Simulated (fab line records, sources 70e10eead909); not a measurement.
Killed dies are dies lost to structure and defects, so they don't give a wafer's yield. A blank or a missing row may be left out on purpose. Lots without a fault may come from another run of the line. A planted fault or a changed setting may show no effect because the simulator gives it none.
fab line records | flow nand_harc | part 2 of 2: steps 4 to 6 of 6
record lots=23 wafers=69 last_day=33
route steps=1302 shown A_STAIRCASE@710
lots that met no fault: from a run of the same line without faults
start_h: hours from the record's first day to the start of the lot's first wafer shown | wait_h: hours since the lot's step before | " the same as in the row above | L1.1+2: a row that stands for several wafers | - no value, or no start given | * or withheld: withheld | < > ~ a bound
route shown NAME@n: a module of which the file shows steps, and the number in the route of the first | usual: mean/standard deviation of fault-free wafers | same: alike in all rows | chamber/n: place in a boat | sites: the reading at each site | _std_site: their standard deviation | _edge_site: outer sites' mean less inner sites' | radius_mm: how far each site lies from the wafer's centre | mask NAME#n: copy n | behind: the tool/chamber that last shaped the wafer | hold: why the lot was held/for how many hours/how that ended | device: the transistor (n, p or np) that didn't switch | end of line: the same wafers' tests at the end of the route | a step without rows: its recipe alone | killed: dies lost to structure and defects at the first sort, not the wafer's yield | map: a wafer's dies, x killed, . not, _ none there
set.NAME: the setting as run; set.NAME@STEP: as run at that earlier step | model.NAME: the simulator's own value behind a step, which no gauge read
steps of the route over a sample of lots; a table a step, a row a wafer
services: from which hour (start_h, from the record's first day; less than 0 if before it) a tool's chamber was out of use, for how many hours, and why
## steps
# step NHARC_A_STAIRCASE_TRIM_233
# recipe time_s=211.2 o2_flow_sccm=500 ar_flow_sccm=0 bias_w=0 chemistry=O2
# usual drypump_motor_current_A=5.7/0.46 oes_product_au=1.003/0.014 rf_vpp_V=57.8/1 showerhead_plenum_p_Torr=3.51/0.13 throttle_valve_pct=17.036/0.0079
# same time_s=211.2
# columns lot.wafer tool chamber start_h wait_h drypump_motor_current_A oes_product_au rf_hours_counter_h rf_vpp_V showerhead_plenum_p_Torr throttle_valve_pct
L074.2 rie_diel-04 0 - - 6.0 0.996 0 57.2 3.57 17.043
L074.3 " 2 " " 5.2 1.017 0 56.8 3.55 17.038
L074.6 " 0 " " 6.0 1.007 - 58.9 3.57 17.035
L075.2 rie_diel-04 0 - - 6.0 1.006 2 58.0 3.57 17.039
L075.6 " 1 " " 5.5 1.001 - 57.8 3.46 17.046
L075.5 " 2 " " 5.2 1.009 - 59.1 3.54 17.033
L077.4 rie_diel-12 3 - - 6.1 0.989 34 56.5 3.58 17.030
L077.3 " 1 " " 5.4 1.014 33 58.2 3.27 17.035
L077.1 " 2 " " 5.1 0.976 34 59.3 3.56 17.045
L076.4 rie_diel-12 3 - - 6.1 0.997 34 57.3 3.58 17.027
L076.1 " 1 " " 5.4 1.014 33 56.5 3.27 17.025
L076.3 " 2 " " 5.1 0.990 34 58.5 3.56 17.046
L078.2 rie_diel-12 1 - - 5.4 1.000 35 57.2 3.27 17.031
L078.3 " 3 " " 6.1 0.983 37 56.5 3.58 17.037
L078.6 " 2 " " 5.1 0.977 - 56.9 3.56 17.037
L079.3 rie_diel-04 2 - - 5.2 1.022 19 57.4 3.53 17.039
L079.2 " 1 " " 5.5 1.012 17 56.5 3.45 17.021
L079.6 " 2 " " 5.2 1.010 - 59.6 3.53 17.054
L081.1 rie_diel-13 0 - - 4.7 1.022 23 59.9 3.64 17.040
L081.2 " 2 " " 5.7 0.993 19 55.7 3.28 17.021
L081.6 " 0 " " 4.7 1.020 - 58.5 3.64 17.043
L080.4 rie_diel-04 1 - - 5.6 0.998 21 57.2 3.45 17.045
L080.6 " 1 " " 5.6 1.006 - 57.7 3.45 17.046
L080.5 " 2 " " 5.2 1.023 - 56.9 3.53 17.042
L082.4 rie_diel-12 2 - - 5.1 0.994 50 57.0 3.56 17.031
L082.1 " 0 " " 6.2 0.991 48 58.3 3.41 17.028
L082.6 " 3 " " 6.2 0.997 - 58.0 3.57 17.052
L083.1 rie_diel-12 3 - - 6.1 1.003 6 57.6 3.57 17.029
L083.4 " 2 " " 5.1 1.001 6 57.4 3.55 17.030
L083.6 " 0 " " 6.2 0.977 - 58.3 3.40 17.022
L084.2 rie_diel-12 0 - - 6.2 0.983 10 58.1 3.40 17.030
L084.1 " 2 " " 5.1 0.996 6 58.9 3.55 17.019
L084.6 " 0 " " 6.2 0.990 - 57.5 3.40 17.027
L085.2 rie_diel-12 2 - - 5.1 1.009 11 57.1 3.55 17.045
L085.1 " 0 " " 6.2 0.992 14 57.6 3.40 17.029
L085.6 " 2 " " 5.1 0.990 - 57.7 3.55 17.034
L086.2 rie_diel-04 0 - - 6.0 0.987 44 56.9 3.55 17.038
L086.3 " 1 " " 5.6 1.000 43 58.8 3.44 17.055
L086.5 " 0 " " 6.0 0.983 - 56.8 3.55 17.051
L089.4 rie_diel-12 2 - - 5.1 0.994 19 57.3 3.55 17.043
L089.6 " 3 " " 6.1 1.000 - 59.0 3.56 17.027
L089.5 " 0 " " 6.2 0.981 - 56.9 3.39 17.023
L088.3 rie_diel-04 2 - - 5.2 1.013 49 57.6 3.52 17.042
L088.4 " 3 " " 5.3 0.991 54 56.5 3.33 17.027
L088.1 " 1 " " 5.5 1.002 47 58.8 3.44 17.040
L090.1 rie_diel-12 0 - - 6.3 0.981 27 58.2 3.39 17.037
L090.3 " 1 " " 5.4 1.000 26 57.9 3.79 17.040
L090.6 " 2 " " 5.1 0.992 - 56.7 3.54 17.043
L091.1 rie_diel-12 0 - - 6.2 0.991 36 57.5 3.39 17.040
L091.4 " 2 " " 5.1 1.007 29 56.2 3.54 17.033
L091.5 " 1 " " 5.4 1.015 - 58.1 3.79 17.045
L092.4 rie_diel-12 3 - - 6.1 1.001 28 59.5 3.56 17.033
L092.3 " 2 " " 5.1 1.006 30 58.2 3.54 17.041
L092.6 " 3 " " 6.1 0.997 - 57.3 3.56 17.032
L093.2 rie_diel-04 2 - - 5.2 1.014 3 56.4 3.51 17.039
L093.5 " 0 " " 6.0 0.991 - 58.3 3.54 17.045
L093.4 " 1 " " 5.6 0.991 - 57.5 3.43 17.052
L095.3 rie_diel-12 0 - - 6.2 0.995 46 58.7 3.38 17.037
L095.2 " 1 " " 5.4 1.019 46 59.0 3.78 17.031
L095.4 " 2 " " 5.1 1.010 38 58.1 3.53 17.036
L094.4 rie_diel-13 2 - - 5.7 0.990 14 58.7 3.80 17.036
L094.6 " 1 " " 6.2 1.015 - 58.0 3.36 17.040
L094.5 " 2 " " 5.7 0.984 - 57.2 3.80 17.027
L096.4 rie_diel-12 0 - - 6.2 0.984 51 56.9 3.38 17.023
L096.5 " 0 " " 6.2 0.984 - 56.1 3.38 17.021
L096.6 " 1 " " 5.4 1.012 - 56.8 3.78 17.023
L097.4 rie_diel-04 3 - - 5.4 1.025 17 57.6 3.31 17.026
L097.3 " 0 " " 6.0 0.997 18 57.6 3.53 17.034
L097.5 " 2 " " 5.1 1.018 - 56.1 3.50 17.038
# step NHARC_A_STAIRCASE_DEP_259
# recipe target_thk_a=300 target_thk_nm=30 temp_c=400 pressure_torr=3.5 flow_sccm=200 rf_w=350 material=SiON
# usual heater_power_w=764/100
# columns lot.wafer tool chamber start_h wait_h heater_power_w
L074.3 pecvd-02 0 370.99 1.0 659
L074.2 " 1 " " 713
L074.6 " 0 " " 670
L075.2 pecvd-02 0 377.30 1.7 788
L075.5 " 2 " " 701
L075.6 " 0 " " 777
L077.3 pecvd-02 0 390.41 0.9 664
L077.1 " 2 " " 782
L077.4 " 1 " " 736
L076.1 pecvd-03 1 391.01 1.6 1011
L076.3 " 0 " " 678
L076.4 " 0 " " 684
L078.2 pecvd-03 1 403.37 1.3 860
L078.3 " 0 " " 685
L078.6 " 0 " " 682
L079.3 pecvd-03 1 415.25 0.9 1016
L079.2 " 2 " " 816
L079.6 " 1 " " 1035
L081.2 pecvd-04 2 428.28 1.2 596
L081.1 " 0 " " 765
L081.6 " 0 " " 788
L080.5 pecvd-04 0 430.19 0.4 716
L080.4 " 1 " " 865
L080.6 " 2 " " 661
L082.1 pecvd-02 2 448.49 1.6 690
L082.4 " 0 " " 766
L082.6 " 2 " " 682
L083.1 pecvd-03 1 477.63 1.5 969
L083.6 " 1 " " 1013
L083.4 " 0 " " 609
L084.1 pecvd-03 1 478.43 1.6 997
L084.2 " 2 " " 962
L084.6 " 2 " " 983
L085.2 pecvd-04 0 486.36 1.2 722
L085.1 " 2 " " 620
L085.6 " 2 " " 637
L086.2 pecvd-04 2 500.09 1.2 598
L086.3 " 1 " " 858
L086.5 " 0 " " 727
L089.4 pecvd-02 0 517.53 0.9 766
L089.6 " 1 " " 761
L089.5 " 2 " " 767
L088.3 pecvd-02 2 523.77 0.9 765
L088.1 " 0 " " 808
L088.4 " 2 " " 795
L090.1 pecvd-04 0 537.64 1.6 793
L090.3 " 1 " " 742
L090.6 " 1 " " 739
L091.1 pecvd-02 0 547.84 1.6 680
L091.5 " 0 " " 688
L091.4 " 1 " " 701
L092.3 pecvd-04 0 552.34 1.0 788
L092.6 " 0 " " 788
L092.4 " 1 " " 731
L093.2 pecvd-02 0 558.06 1.3 775
L093.5 " 0 " " 782
L093.4 " 1 " " 761
L095.3 pecvd-02 1 572.26 0.9 763
L095.2 " 2 " " 780
L095.4 " 0 " " 767
L094.4 pecvd-03 1 572.95 0.7 916
L094.6 " 2 " " 961
L094.5 " 0 " " 691
L096.4 pecvd-04 0 589.00 0.8 717
L096.5 " 1 " " 855
L096.6 " 2 " " 582
L097.3 pecvd-04 1 606.50 0.9 850
L097.4 " 1 " " 882
L097.5 " 0 " " 751
# step NHARC_A_STAIRCASE_ETCH_273
# recipe target_depth_a=1.02e+05 time_s=2468.6 ion_energy_ev=800 c4f8_flow_sccm=80 o2_flow_sccm=60 ar_flow_sccm=withheld rf_w=600 bias_w=3000 chemistry=C4F8/O2/Ar
# usual oes_product_au=0.940/0.017 rf_vpp_V=1825/10
# same time_s=2468.6
# columns lot.wafer tool chamber start_h wait_h oes_product_au rf_hours_counter_h rf_vpp_V
L074.3 rie_diel-13 2 - - 0.958 8 1808
L074.2 " 0 " " 0.954 7 1834
L074.6 " 2 " " 0.955 - 1808
L075.2 rie_diel-12 2 - - 0.925 32 1830
L075.5 " 2 " " 0.926 - 1832
L075.6 " 3 " " 0.931 - 1830
L077.3 rie_diel-13 0 - - 0.947 14 1836
L077.1 " 3 " " 0.970 13 1823
L077.4 " 0 " " 0.947 - 1836
L076.3 rie_diel-12 2 - - 0.910 35 1830
L076.1 " 0 " " 0.922 34 1818
L076.4 " 1 " " 0.939 34 1809
L078.3 rie_diel-12 2 - - 0.909 40 1828
L078.2 " 3 " " 0.920 43 1830
L078.6 " 0 " " 0.925 - 1820
L079.3 rie_diel-04 3 - - 0.925 21 1812
L079.2 " 2 " " 0.955 21 1829
L079.6 " 0 " " 0.920 - 1829
L081.1 rie_diel-04 2 - - 0.944 25 1827
L081.2 " 3 " " 0.929 24 1813
L081.6 " 1 " " 0.925 - 1821
L080.4 rie_diel-04 3 - - 0.940 25 1814
L080.6 " 1 " " 0.934 - 1822
L080.5 " 2 " " 0.950 - 1827
L082.4 rie_diel-04 0 - - 0.939 28 1829
L082.1 " 1 " " 0.956 29 1820
L082.6 " 0 " " 0.937 - 1829
L083.1 rie_diel-12 0 - - 0.923 13 1818
L083.4 " 2 " " 0.933 11 1829
L083.6 " 1 " " 0.940 - 1846
L084.2 rie_diel-13 0 - - 0.972 35 1834
L084.1 " 2 " " 0.929 30 1810
L084.6 " 0 " " 0.983 - 1835
L085.1 rie_diel-13 3 - - 0.978 38 1822
L085.2 " 1 " " 0.929 36 1815
L085.6 " 2 " " 0.931 - 1808
L086.2 rie_diel-04 3 - - 0.945 50 1812
L086.3 " 0 " " 0.928 44 1828
L086.5 " 3 " " 0.943 - 1812
L089.4 rie_diel-13 0 - - 0.964 49 1835
L089.6 " 1 " " 0.954 - 1815
L089.5 " 2 " " 0.946 - 1808
L088.4 rie_diel-12 0 - - 0.922 28 1817
L088.3 " 1 " " 0.937 27 1845
L088.1 " 2 " " 0.931 23 1827
L090.1 rie_diel-13 3 - - 0.940 3 1822
L090.3 " 0 " " 0.945 4 1834
L090.6 " 3 " " 0.950 - 1821
L091.1 rie_diel-13 3 - - 0.945 7 1821
L091.4 " 2 " " 0.917 8 1848
L091.5 " 0 " " 0.960 - 1834
L092.4 rie_diel-12 1 - - 0.943 41 1846
L092.3 " 0 " " 0.916 42 1816
L092.6 " 1 " " 0.946 - 1845
L093.2 rie_diel-13 2 - - 0.919 11 1847
L093.4 " 0 " " 0.953 10 1834
L093.5 " 3 " " 0.931 - 1821
L095.3 rie_diel-04 1 - - 0.920 10 1820
L095.2 " 2 " " 0.940 9 1826
L095.4 " 0 " " 0.909 10 1827
L094.4 rie_diel-12 3 - - 0.954 40 1828
L094.5 " 0 " " 0.921 - 1817
L094.6 " 1 " " 0.936 - 1846
L096.4 rie_diel-12 3 - - 0.942 43 1829
L096.6 " 1 " " 0.950 - 1845
L096.5 " 2 " " 0.950 - 1827
L097.4 rie_diel-04 0 - - 0.921 19 1826
L097.3 " 1 " " 0.938 22 1819
L097.5 " 0 " " 0.924 - 1827
## services
# columns tool chamber start_h hours kind
rie_diel-13 - 342.81 9.0 pm
rie_diel-12 0 351.08 - clean
rie_diel-12 1 351.08 - clean
rie_diel-12 2 351.08 - clean
pecvd-03 - 366.15 13.0 pm
rie_diel-13 2 377.69 21.4 repair
pecvd-03 - 379.71 3.8 repair
pecvd-04 1 397.58 13.9 repair
pecvd-02 - 408.00 13.0 pm
rie_diel-12 0 438.34 3.9 repair
rie_diel-12 - 445.51 9.0 pm
pecvd-04 - 450.20 13.0 pm
rie_diel-04 2 466.57 3.3 repair
rie_diel-04 - 472.03 0.6 repair
rie_diel-13 0 483.34 1.6 repair
pecvd-02 - 486.74 1.2 repair
rie_diel-04 2 503.56 10.2 repair
rie_diel-12 3 503.65 6.6 repair
rie_diel-13 - 520.07 9.0 pm
rie_diel-04 - 533.30 9.0 pm
pecvd-03 - 547.48 13.0 pm
pecvd-02 - 589.00 13.0 pm
rie_diel-13 0 599.91 4.3 repair
rie_diel-12 1 607.56 12.0 repair
